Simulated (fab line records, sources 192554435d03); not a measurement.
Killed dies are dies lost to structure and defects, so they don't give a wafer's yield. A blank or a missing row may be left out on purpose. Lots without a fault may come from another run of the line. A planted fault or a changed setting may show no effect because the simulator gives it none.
Chamber matching | flow n5_finfet | N5_BEOL_M1_ETCHBACK_99 on rie_diel-04: 4 sister chambers
The step etches SiO2 in CHF3, target depth 5 nm, time 10.4 s. 14 wafers are shown with their chamber, then 7 later ones without.

WAFERS WITH THEIR CHAMBER
wafer  | chamber | throttle_valve_pct (%) | showerhead_plenum_p_Torr (Torr) | oes_product_au (a.u.)
L074.2 | 0       | 17.20                  | 2.29                            | 0.83
L074.4 | 2       | 17.07                  | 2.22                            | 0.71
L074.5 | 3       | 16.89                  | 2.15                            | 0.74
L087.2 | 3       | 16.90                  | 2.15                            | 0.73
L087.4 | 0       | 17.21                  | 2.29                            | 0.83
L087.6 | 0       | 17.20                  | 2.29                            | 0.82
L088.3 | 1       | 17.47                  | 2.16                            | 0.72
L088.4 | 2       | 17.08                  | 2.22                            | 0.70
L088.5 | 1       | 17.45                  | 2.16                            | 0.72
L090.2 | 2       | 17.09                  | 2.22                            | 0.71
L090.5 | 2       | 17.10                  | 2.21                            | 0.71
L090.6 | 3       | 16.91                  | 2.15                            | 0.73
L092.2 | 0       | 17.23                  | 2.28                            | 0.82
L092.3 | 1       | 17.49                  | 2.15                            | 0.73

SIGNATURES (means of the wafers above)
reading                  | chamber 0 | chamber 1 | chamber 2 | chamber 3 | scatter within a chamber
throttle_valve_pct       | 17.2100   | 17.4700   | 17.0850   | 16.9000   | 0.0145
showerhead_plenum_p_Torr | 2.2875    | 2.1567    | 2.2175    | 2.1500    | 0.00465
oes_product_au           | 0.8250    | 0.7233    | 0.7075    | 0.7333    | 0.00555
Rule: a wafer's distance from a chamber is the root of the sum, over the readings, of the square of ((its reading less the chamber's mean) divided by the reading's scatter). The wafer belongs to the nearest chamber; if the next one is less than 2 further off, it can't be placed. The scatter: the root of (the sum of the squares of (reading less its chamber's mean) over the shown wafers, divided by (wafers less chambers)).

WAFERS WITHOUT THEIR CHAMBER
wafer  | throttle_valve_pct (%) | showerhead_plenum_p_Torr (Torr) | oes_product_au (a.u.)
L092.4 | 17.11                  | 2.21                            | 0.70
L095.4 | 17.23                  | 2.28                            | 0.81
L095.5 | 17.46                  | 2.15                            | 0.72
L095.6 | 17.09                  | 2.21                            | 0.70
L097.1 | 17.25                  | 2.28                            | 0.81
L097.4 | 16.92                  | 2.15                            | 0.73
L097.6 | 17.24                  | 2.28                            | 0.80

WHICH CHAMBER EACH WENT THROUGH
wafer  | from the rows above | in truth
L092.4 | 2                   | 2
L095.4 | 0                   | 0
L095.5 | 1                   | 1
L095.6 | 2                   | 2
L097.1 | 0                   | 0
L097.4 | 3                   | 3
L097.6 | 0                   | 0
Placed correctly: 7 of 7. Can't be placed from these rows: 0. Placed wrongly: 0.
